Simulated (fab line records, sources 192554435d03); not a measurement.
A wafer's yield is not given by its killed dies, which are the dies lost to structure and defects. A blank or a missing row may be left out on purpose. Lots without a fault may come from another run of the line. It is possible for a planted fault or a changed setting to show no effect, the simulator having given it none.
fab line records + flow n5_finfet
record
- lots=11
- wafers=33
- last_day=18
route steps=1938 shown HKMG_FIN@434 MIM_TOP_ETCH@1851 PAD_METAL@1893 PASSIVATION@1925
lots with no fault: from the same line, run without faults
start_h: start of the lot's first displayed wafer, in hours after the record's first day + wait_h: hours from the lot's prior step to this one + " identical to the entry in the row above + L1.1+2: a row that stands for several wafers + - either no value or no given start + * or withheld: withheld + < > ~ a bound
route shown NAME@n: a module of which the file shows steps, and the number in the route of the first + usual: average and standard deviation across the fault-free wafers + same: alike in all rows + chamber/n: place in a boat + sites: readings site by site + _std_site: standard deviation of those values + _edge_site: mean of outer sites minus mean of inner sites + radius_mm: for every site, how far away it sits from the centre of the wafer + mask NAME#n: copy n + behind: the tool/chamber that last shaped the wafer + hold: why the lot went on hold/how many hours it stayed there/how the hold came to an end + device: the transistor (n, p or np) that didn't switch + end of line: tests run on the same wafers once the route is complete + a step with no rows: only its recipe + killed: at the first sort, the dies lost to defects and structure; wafer yield is something else + map: the dies of a wafer, with x for killed, . for not killed, _ for no die there
set.NAME: the setting that was run; set.NAME@STEP: the one run at that earlier step + model.NAME: the simulator's own value behind a step, which no gauge read
steps of the route over a sample of lots; a table a step, a row a wafer
services: when a tool's chamber went out of use (start_h, in hours from the record's first day, below 0 if earlier), for how many hours, and the reason
## steps
# step N5_HKMG_FIN_ETCH_31
# recipe
- chemistry=CF4
- target=SiARC
- target_depth_a=455
- mask_material=CAR-ArF
- time_s=75.8
- ion_energy_ev=80
- pressure_mtorr=40
- source_w=545
- bias_w=36
- Ar_flow_sccm=100
- cf4_flow_sccm=100
- ends=cleared
# usual
- drypump_motor_current_A=5.9/0.4
- etch_rf_on_time_s=75.5/1.7
- oes_product_au=0.64/0.062
- rf_vpp_V=184.0/1.2
- showerhead_plenum_p_Torr=2.13/0.07
- throttle_valve_pct=15.63/0.18
| lot.wafer | tool        | chamber | start_h | wait_h | drypump_motor_current_A | etch_rf_on_time_s | oes_product_au | rf_hours_counter_h | rf_vpp_V | showerhead_plenum_p_Torr | throttle_valve_pct |
|-----------|-------------|---------|---------|--------|-------------------------|-------------------|----------------|--------------------|----------|--------------------------|--------------------|
| L660.2    | rie_diel-05 | 0       | 76.30   | 0.0    | 5.8                     | 75.0              | 0.62           | 184                | 185.0    | 2.22                     | 15.45              |
| L660.3    | "           | 3       | "       | "      | 6.5                     | 73.6              | 0.63           | 165                | 184.6    | 2.22                     | 15.80              |
| L660.6    | "           | 3       | "       | "      | 6.5                     | 73.8              | 0.63           | -                  | 185.0    | 2.22                     | 15.82              |
| L662.2    | rie_diel-05 | 1       | 86.43   | 0.0    | 5.2                     | 74.8              | 0.62           | 190                | 184.4    | 2.20                     | 15.81              |
| L662.3    | "           | 3       | "       | "      | 6.5                     | 73.5              | 0.62           | 170                | 184.4    | 2.21                     | 15.82              |
| L662.5    | "           | 3       | "       | "      | 6.5                     | 73.5              | 0.63           | -                  | 183.4    | 2.21                     | 15.82              |
| L663.3    | rie_diel-02 | 3       | 91.65   | 0.0    | 5.9                     | 75.2              | 0.77           | 17                 | 183.9    | 2.09                     | 15.53              |
| L663.5    | "           | 0       | "       | "      | 6.3                     | 75.8              | 0.66           | -                  | 181.7    | 1.98                     | 15.63              |
| L663.6    | "           | 3       | "       | "      | 5.9                     | 75.4              | 0.77           | -                  | 184.2    | 2.09                     | 15.51              |
| L665.2    | rie_diel-02 | 3       | 106.36  | 0.0    | 5.9                     | 74.4              | 0.77           | 22                 | 182.8    | 2.09                     | 15.52              |
| L665.3    | "           | 0       | "       | "      | 6.4                     | 75.7              | 0.65           | 127                | 182.4    | 1.97                     | 15.65              |
| L665.6    | "           | 2       | "       | "      | 5.8                     | 79.0              | 0.60           | -                  | 182.8    | 2.12                     | 15.87              |
| L668.2    | rie_diel-02 | 3       | 125.86  | 0.0    | 5.9                     | 75.5              | 0.76           | 28                 | 183.5    | 2.08                     | 15.53              |
| L668.3    | "           | 1       | "       | "      | 5.4                     | 77.5              | 0.63           | 164                | 185.4    | 2.23                     | 15.49              |
| L668.5    | "           | 2       | "       | "      | 5.8                     | 77.9              | 0.60           | -                  | 184.1    | 2.12                     | 15.88              |
| L670.1    | rie_diel-03 | 2       | 140.72  | 0.0    | 5.5                     | 73.6              | 0.58           | 227                | 183.1    | 2.11                     | 15.68              |
| L670.2    | "           | 0       | "       | "      | 6.3                     | 77.4              | 0.58           | 224                | 183.4    | 2.12                     | 15.81              |
| L670.4    | "           | 1       | "       | "      | 6.3                     | 75.6              | 0.68           | 106                | 185.1    | 2.15                     | 15.57              |
| L672.1    | rie_diel-02 | 2       | 154.31  | 0.0    | 5.8                     | 77.9              | 0.59           | 238                | 183.7    | 2.11                     | 15.91              |
| L672.4    | "           | 3       | "       | "      | 6.0                     | 74.6              | 0.74           | 38                 | 183.4    | 2.08                     | 15.54              |
| L672.6    | "           | 1       | "       | "      | 5.4                     | 78.5              | 0.62           | -                  | 185.2    | 2.23                     | 15.50              |
| L674.2    | rie_diel-02 | 1       | 161.14  | 0.0    | 5.4                     | 77.2              | 0.63           | 177                | 184.3    | 2.23                     | 15.50              |
| L674.5    | "           | 3       | "       | "      | 6.0                     | 73.9              | 0.74           | -                  | 182.6    | 2.08                     | 15.55              |
| L674.6    | "           | 2       | "       | "      | 5.8                     | 77.7              | 0.58           | -                  | 184.0    | 2.11                     | 15.92              |
| L681.1    | rie_diel-03 | 3       | 205.73  | 0.0    | 5.9                     | 72.5              | 0.62           | 205                | 185.8    | 2.13                     | 15.48              |
| L681.2    | "           | 0       | "       | "      | 6.3                     | 76.3              | 0.57           | 248                | 185.0    | 2.11                     | 15.86              |
| L681.4    | "           | 0       | "       | "      | 6.3                     | 76.5              | 0.57           | -                  | 185.3    | 2.11                     | 15.87              |
| L682.2    | rie_diel-05 | 1       | 214.71  | 0.0    | 5.2                     | 74.8              | 0.59           | 228                | 184.9    | 2.19                     | 15.87              |
| L682.3    | "           | 0       | "       | "      | 5.8                     | 74.9              | 0.60           | 233                | 184.5    | 2.20                     | 15.56              |
| L682.5    | "           | 1       | "       | "      | 5.1                     | 74.2              | 0.60           | -                  | 184.8    | 2.19                     | 15.88              |
| L683.1    | rie_diel-03 | 3       | 223.52  | 0.0    | 5.9                     | 73.6              | 0.62           | 211                | 183.9    | 2.12                     | 15.48              |
| L683.3    | "           | 2       | "       | "      | 5.5                     | 73.9              | 0.89           | 0                  | 182.5    | 2.11                     | 15.22              |
| L683.5    | "           | 2       | "       | "      | 5.5                     | 73.5              | 0.88           | -                  | 184.8    | 2.11                     | 15.23              |
# step N5_MIM_TOP_ETCH_ETCH_00
# recipe
- chemistry=Cl2/BCl3
- target=TiN
- target_depth_a=385
- ion_energy_ev=150
- pressure_mtorr=10
- icp_w=1000
- bias_w=126
- Cl2_flow_sccm=53.25
- bcl3_flow_sccm=21.75
- Ar_flow_sccm=25
# usual
- drypump_motor_current_A=5.9/0.4
- he_backside_leak_sccm=3.40/0.22
- oes_ar_750_au=0.76/0.1
- oes_product_au=0.77/0.098
- throttle_valve_pct=22.83/0.2
| lot.wafer | tool         | chamber | start_h | wait_h | drypump_motor_current_A | he_backside_leak_sccm | oes_ar_750_au | oes_product_au | rf_hours_counter_h | throttle_valve_pct |
|-----------|--------------|---------|---------|--------|-------------------------|-----------------------|---------------|----------------|--------------------|--------------------|
| L660.2    | rie_metal-02 | 1       | 275.65  | 0.1    | 5.1                     | 3.58                  | 0.70          | 0.70           | 88                 | 23.14              |
| L660.3    | "            | 1       | "       | "      | 5.1                     | 3.43                  | 0.69          | 0.71           | -                  | 23.14              |
| L660.6    | "            | 1       | "       | "      | 5.1                     | 3.67                  | 0.70          | 0.70           | -                  | 23.11              |
| L662.2    | rie_metal-03 | 0       | 288.07  | 0.1    | 5.8                     | 3.55                  | 0.79          | 0.80           | 37                 | 22.94              |
| L662.3    | "            | 0       | "       | "      | 5.8                     | 3.59                  | 0.78          | 0.80           | -                  | 22.94              |
| L662.5    | "            | 1       | "       | "      | 6.4                     | 3.51                  | 0.67          | 0.69           | -                  | 22.90              |
| L663.3    | rie_metal-02 | 1       | 292.21  | 0.1    | 5.1                     | 3.28                  | 0.69          | 0.69           | -                  | 23.15              |
| L663.5    | "            | 1       | "       | "      | 5.1                     | 3.30                  | 0.69          | 0.69           | -                  | 23.14              |
| L663.6    | "            | 0       | "       | "      | 5.7                     | 3.57                  | 0.94          | 0.91           | -                  | 22.57              |
| L665.2    | rie_metal-01 | 0       | 315.73  | 0.1    | 6.1                     | 3.22                  | 0.95          | 0.99           | 0                  | 22.77              |
| L665.3    | "            | 1       | "       | "      | 5.9                     | 3.30                  | 0.70          | 0.69           | -                  | 22.59              |
| L665.6    | "            | 1       | "       | "      | 5.9                     | 3.06                  | 0.70          | 0.69           | -                  | 22.57              |
| L668.2    | rie_metal-02 | 0       | 330.07  | 0.1    | 5.7                     | 3.49                  | 0.92          | 0.90           | 11                 | 22.58              |
| L668.3    | "            | 0       | "       | "      | 5.7                     | 3.44                  | 0.92          | 0.90           | -                  | 22.55              |
| L668.5    | "            | 1       | "       | "      | 5.1                     | 3.70                  | 0.68          | 0.69           | -                  | 23.13              |
| L670.1    | rie_metal-03 | 0       | 336.66  | 0.1    | 5.9                     | 3.57                  | 0.78          | 0.80           | 41                 | 22.96              |
| L670.2    | "            | 1       | "       | "      | 6.4                     | 3.29                  | 0.67          | 0.69           | 93                 | 22.89              |
| L670.4    | "            | 0       | "       | "      | 5.9                     | 3.74                  | 0.77          | 0.78           | -                  | 22.94              |
| L672.1    | rie_metal-02 | 1       | 346.70  | 0.1    | 5.1                     | 3.54                  | 0.68          | 0.69           | 96                 | 23.14              |
| L672.4    | "            | 1       | "       | "      | 5.1                     | 3.32                  | 0.68          | 0.69           | -                  | 23.15              |
| L672.6    | "            | 1       | "       | "      | 5.1                     | 3.45                  | 0.68          | 0.68           | -                  | 23.16              |
| L674.2    | rie_metal-01 | 1       | 367.93  | 0.1    | 5.9                     | 3.04                  | 0.69          | 0.69           | 93                 | 22.59              |
| L674.5    | "            | 0       | "       | "      | 6.1                     | 3.26                  | 0.89          | 0.93           | -                  | 22.75              |
| L674.6    | "            | 1       | "       | "      | 5.9                     | 3.30                  | 0.69          | 0.69           | -                  | 22.61              |
| L682.2    | rie_metal-01 | 1       | 398.50  | 0.1    | 6.0                     | 3.30                  | 0.69          | 0.67           | 99                 | 22.61              |
| L682.3    | "            | 1       | "       | "      | 6.0                     | 3.13                  | 0.68          | 0.67           | -                  | 22.63              |
| L682.5    | "            | 0       | "       | "      | 6.1                     | 3.13                  | 0.88          | 0.90           | -                  | 22.78              |
| L681.1    | rie_metal-01 | 1       | 402.47  | 0.1    | 6.0                     | 3.41                  | 0.68          | 0.68           | 100                | 22.62              |
| L681.2    | "            | 0       | "       | "      | 6.1                     | 3.34                  | 0.88          | 0.92           | 6                  | 22.78              |
| L681.4    | "            | 1       | "       | "      | 6.0                     | 3.36                  | 0.68          | 0.68           | -                  | 22.61              |
| L683.1    | rie_metal-02 | 0       | 419.52  | 0.1    | 5.7                     | 3.44                  | 0.88          | 0.87           | 18                 | 22.60              |
| L683.3    | "            | 0       | "       | "      | 5.7                     | 3.48                  | 0.88          | 0.88           | -                  | 22.59              |
| L683.5    | "            | 0       | "       | "      | 5.7                     | 3.48                  | 0.88          | 0.89           | -                  | 22.60              |
# step N5_PASSIVATION_DEGAS_18
# recipe
- ambient=vacuum
- temp_c=300
- time_s=60
# usual
- heater_power_w=466/54
| lot.wafer | tool           | chamber | start_h | wait_h | heater_power_w |
|-----------|----------------|---------|---------|--------|----------------|
| L660.2    | pvd_sputter-02 | -       | 278.70  | 0.2    | 364            |
| L660.3    | "              | -       | "       | "      | 443            |
| L660.6    | "              | -       | "       | "      | 424            |
| L662.2    | pvd_sputter-02 | -       | 291.13  | 0.2    | 513            |
| L662.3    | "              | -       | "       | "      | 439            |
| L662.5    | "              | -       | "       | "      | 500            |
| L663.3    | pvd_sputter-02 | -       | 297.02  | 1.9    | 363            |
| L663.5    | "              | -       | "       | "      | 446            |
| L663.6    | "              | -       | "       | "      | 367            |
| L665.2    | pvd_sputter-01 | -       | 321.85  | 0.8    | 388            |
| L665.3    | "              | -       | "       | "      | 516            |
| L665.6    | "              | -       | "       | "      | 486            |
| L668.2    | pvd_sputter-01 | -       | 335.92  | 0.5    | 537            |
| L668.3    | "              | -       | "       | "      | 500            |
| L668.5    | "              | -       | "       | "      | 492            |
| L670.1    | pvd_sputter-03 | -       | 342.05  | 0.3    | 513            |
| L670.2    | "              | -       | "       | "      | 472            |
| L670.4    | "              | -       | "       | "      | 485            |
| L672.1    | pvd_sputter-03 | -       | 350.25  | 0.1    | 512            |
| L672.4    | "              | -       | "       | "      | 471            |
| L672.6    | "              | -       | "       | "      | 464            |
| L674.2    | pvd_sputter-01 | -       | 371.45  | 0.3    | 525            |
| L674.5    | "              | -       | "       | "      | 534            |
| L674.6    | "              | -       | "       | "      | 389            |
| L682.2    | pvd_sputter-02 | -       | 401.90  | 0.5    | 364            |
| L682.3    | "              | -       | "       | "      | 453            |
| L682.5    | "              | -       | "       | "      | 427            |
| L681.1    | pvd_sputter-01 | -       | 406.44  | 0.4    | 519            |
| L681.2    | "              | -       | "       | "      | 384            |
| L681.4    | "              | -       | "       | "      | 548            |
| L683.1    | pvd_sputter-02 | -       | 424.47  | 0.6    | 416            |
| L683.3    | "              | -       | "       | "      | 440            |
| L683.5    | "              | -       | "       | "      | 444            |
# step N5_PASSIVATION_CD_MEAS_44
# recipe
- target_cd_nm=40000
- landing_energy_ev=500
- detector=se_inlens
# usual
- cd_nm=40000/3.3
| lot.wafer | tool      | chamber | start_h | wait_h | cd_nm |
|-----------|-----------|---------|---------|--------|-------|
| L660.2    | cd_sem-01 | 0       | 281.52  | -      | 39999 |
| L660.3    | "         | 0       | "       | "      | 39996 |
| L660.6    | "         | 0       | "       | "      | 40000 |
| L662.2    | cd_sem-02 | 0       | 294.15  | -      | 40003 |
| L662.3    | "         | 0       | "       | "      | 40003 |
| L662.5    | "         | 0       | "       | "      | 40004 |
| L663.3    | cd_sem-01 | 0       | 299.48  | -      | 40001 |
| L663.5    | "         | 0       | "       | "      | 39998 |
| L663.6    | "         | 0       | "       | "      | 40005 |
| L665.2    | cd_sem-02 | 0       | 324.27  | -      | 40001 |
| L665.3    | "         | 0       | "       | "      | 40001 |
| L665.6    | "         | 0       | "       | "      | 40002 |
| L668.2    | cd_sem-02 | 0       | 338.79  | -      | 40000 |
| L668.3    | "         | 0       | "       | "      | 39999 |
| L668.5    | "         | 0       | "       | "      | 39999 |
| L670.1    | cd_sem-01 | 0       | 344.50  | -      | 40001 |
| L670.2    | "         | 0       | "       | "      | 40000 |
| L670.4    | "         | 0       | "       | "      | 40001 |
| L672.1    | cd_sem-03 | 0       | 352.82  | -      | 40000 |
| L672.4    | "         | 0       | "       | "      | 39996 |
| L672.6    | "         | 0       | "       | "      | 40000 |
| L674.2    | cd_sem-02 | 0       | 374.17  | -      | 39994 |
| L674.5    | "         | 0       | "       | "      | 39995 |
| L674.6    | "         | 0       | "       | "      | 39999 |
| L682.2    | cd_sem-03 | 0       | 404.45  | -      | 40001 |
| L682.3    | "         | 0       | "       | "      | 40001 |
| L682.5    | "         | 0       | "       | "      | 39997 |
| L681.1    | cd_sem-03 | 0       | 410.10  | -      | 40001 |
| L681.2    | "         | 0       | "       | "      | 40005 |
| L681.4    | "         | 0       | "       | "      | 40002 |
| L683.1    | cd_sem-01 | 0       | 427.60  | -      | 39996 |
| L683.3    | "         | 0       | "       | "      | 39999 |
| L683.5    | "         | 0       | "       | "      | 39997 |
# step N5_PASSIVATION_PROBE_49
# usual
- defect_limited_yield=91.3/1.3
- killed_at_M0_to_M3=35/9.3
- killed_at_M4_up=14/5.2
- killed_at_contacts=12/5.9
- killed_at_front_end=38/11
- killed_at_other=4/3.7
- killed_dies=103/15
- killed_open=67/12
- killed_short=34/8
- sort_bin_5_function=5.1/0.88
- sort_bin_6_memory=3.3/0.65
- sort_bin_8_speed=0.00/0.03
- sort_n_pass=1077/15
- sort_yield_pct=91.3/1.3
# same
- gross_dies=1180
- killed_at_back_side=0
- sort_bin_4_leakage[%]=0
| lot.wafer | tool      | chamber | start_h | wait_h | defect_limited_yield[%] | killed_at_M0_to_M3 | killed_at_M4_up | killed_at_contacts | killed_at_front_end | killed_at_other | killed_dies | killed_open | killed_short | sort_bin_5_function[%] | sort_bin_6_memory[%] | sort_bin_8_speed[%] | sort_n_pass | sort_yield_pct[%] |
|-----------|-----------|---------|---------|--------|-------------------------|--------------------|-----------------|--------------------|---------------------|-----------------|-------------|-------------|--------------|------------------------|----------------------|---------------------|-------------|-------------------|
| L672.1    | prober-01 | -       | 355.96  | 0.0    | 84.2                    | 24                 | 5               | 12                 | 145                 | 1               | 187         | 33          | 25           | 9.5                    | 3.6                  | 0                   | 993         | 84.2              |
| L672.4    | prober-01 | -       | 356.11  | 0.2    | 92.4                    | 37                 | 13              | 1                  | 32                  | 7               | 90          | 51          | 39           | 4.4                    | 2.9                  | 0                   | 1090        | 92.4              |
| L672.6    | prober-01 | -       | 356.21  | 0.3    | 90.7                    | 43                 | 14              | 15                 | 35                  | 3               | 110         | 65          | 42           | 5.4                    | 3.5                  | 0                   | 1070        | 90.7              |
| L674.2    | prober-02 | -       | 380.65  | 0.1    | 91.4                    | 30                 | 15              | 20                 | 31                  | 5               | 101         | 66          | 34           | 4.8                    | 3.2                  | 0.08                | 1079        | 91.4              |
| L674.5    | prober-02 | -       | 380.80  | 0.2    | 88.1                    | 52                 | 20              | 11                 | 56                  | 2               | 141         | 93          | 46           | 6.7                    | 4.7                  | 0                   | 1039        | 88.1              |
| L674.6    | prober-02 | -       | 380.85  | 0.3    | 80.9                    | 41                 | 9               | 9                  | 161                 | 5               | 225         | 61          | 41           | 12.6                   | 4.1                  | 0                   | 955         | 80.9              |
# killed by level:class
L672.1 HKMG_FIN:unspecified=128 BEOL_M0_SAQP:geometric_particle:short=8 BEOL_M0_SAQP:geometric_particle:open=8 MOL_CONTACT_COAG:geometric_particle:open=6 MOL_CONTACT_COAG:geometric_particle:short=6 FIN_SAQP:geometric_particle:open=4 FIN_SAQP:geometric_particle:short=4 BEOL_M1:geometric_particle:open=4
L672.4 BEOL_M0_SAQP:geometric_particle:short=14 BEOL_M0_SAQP:geometric_particle:open=11 GATE_CUT:geometric_particle:short=7 BEOL_M4:geometric_particle:open=6 BEOL_M3:geometric_particle:open=5 DUMMY_GATE:geometric_particle:short=4 BEOL_M2:geometric_particle:open=4 FIN_SAQP:geometric_particle:open=3
L672.6 BEOL_M0_SAQP:geometric_particle:short=18 MOL_CONTACT_COAG:geometric_particle:open=12 BEOL_M0_SAQP:geometric_particle:open=10 FIN_SAQP:geometric_particle:short=6 BEOL_M4:geometric_particle:open=6 FIN_SAQP:geometric_particle:open=5 STI_FIN_REVEAL:geometric_particle:open=4 DUMMY_GATE:geometric_particle:open=4
L674.2 MOL_CONTACT_COAG:geometric_particle:open=13 FIN_SAQP:geometric_particle:open=9 MOL_CONTACT_COAG:geometric_particle:short=7 BEOL_M0_SAQP:geometric_particle:open=7 BEOL_M4:geometric_particle:open=7 FIN_SAQP:geometric_particle:short=6 BEOL_M2:geometric_particle:open=6 BEOL_M0_SAQP:geometric_particle:short=4
L674.5 FIN_SAQP:geometric_particle:open=21 BEOL_M1:geometric_particle:open=16 BEOL_M0_SAQP:geometric_particle:open=11 MOL_CONTACT_COAG:geometric_particle:open=10 FIN_SAQP:geometric_particle:short=9 BEOL_M4:geometric_particle:open=9 STI_FIN_REVEAL:geometric_particle:open=9 BEOL_M0_SAQP:geometric_particle:short=8
L674.6 HKMG_FIN:unspecified=121 BEOL_M0_SAQP:geometric_particle:short=13 STI_FIN_REVEAL:geometric_particle:open=10 BEOL_M0_SAQP:geometric_particle:open=10 FIN_SAQP:geometric_particle:open=8 BEOL_M1:geometric_particle:open=8 FIN_SAQP:geometric_particle:short=6 MOL_CONTACT_COAG:geometric_particle:open=6
## services
| tool           | chamber | start_h | hours | kind   |
|----------------|---------|---------|-------|--------|
| rie_metal-01   | 1       | 71.08   | 5.0   | repair |
| pvd_sputter-01 | -       | 83.60   | 1.1   | repair |
| rie_metal-02   | 1       | 88.29   | 5.3   | repair |
| rie_metal-01   | 0       | 92.80   | 5.8   | repair |
| pvd_sputter-01 | -       | 115.56  | 3.2   | repair |
| rie_diel-05    | 1       | 141.45  | 1.7   | repair |
| rie_metal-02   | -       | 176.93  | 2.8   | pm     |
| rie_metal-02   | 0       | 181.74  | 5.7   | repair |
| rie_metal-02   | 1       | 183.45  | 6.3   | repair |
| rie_diel-03    | 1       | 217.32  | 3.5   | repair |
| rie_metal-01   | -       | 242.66  | 2.8   | pm     |
| rie_diel-05    | 3       | 253.97  | 1.8   | repair |
| rie_diel-02    | 1       | 259.41  | 3.0   | repair |
| rie_diel-02    | 0       | 272.35  | 6.4   | repair |
| rie_diel-03    | 3       | 272.91  | 8.3   | repair |
| rie_diel-03    | 2       | 308.08  | 2.5   | repair |
| rie_diel-03    | 3       | 308.34  | 5.9   | repair |
| rie_metal-01   | -       | 348.39  | 1.9   | repair |
| rie_diel-02    | 1       | 349.06  | 28.8  | repair |
| pvd_sputter-01 | -       | 351.60  | 5.5   | repair |
| rie_metal-01   | -       | 360.30  | 5.2   | repair |
| rie_metal-02   | -       | 379.22  | 0.3   | repair |
| rie_diel-02    | 3       | 406.52  | 6.0   | repair |
| rie_metal-02   | 1       | 411.31  | 2.3   | repair |
## key
first_sign
- step=N5_PASSIVATION_PROBE_49
- reading=killed_at_front_end
- direction=up
- sigmas=11
- usual=38
- struck=153
effect
- step=N5_PASSIVATION_PROBE_49
- reading=killed_dies
- direction=up
- sigmas=6.7
- usual=103
- struck=206
more_kills_born_at
- N5_HKMG_FIN_ETCH_31@rie_diel-02=249
met_at N5_HKMG_FIN_ETCH_31
struck_lots L672,L674
struck_wafers L672.1,L674.6
not_acting_at N5_MIM_TOP_ETCH_ETCH_00,N5_PASSIVATION_DEGAS_18,N5_PASSIVATION_CD_MEAS_44
onset_between 125.86 154.31
fault
- kind=chamber_particle_source
- tool=rie_diel-02
- chamber=2
- onset_h=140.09
- steps=N5_HKMG_FIN_ETCH_31
- rate_per_visit_cm2=0.85482
- end_h=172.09
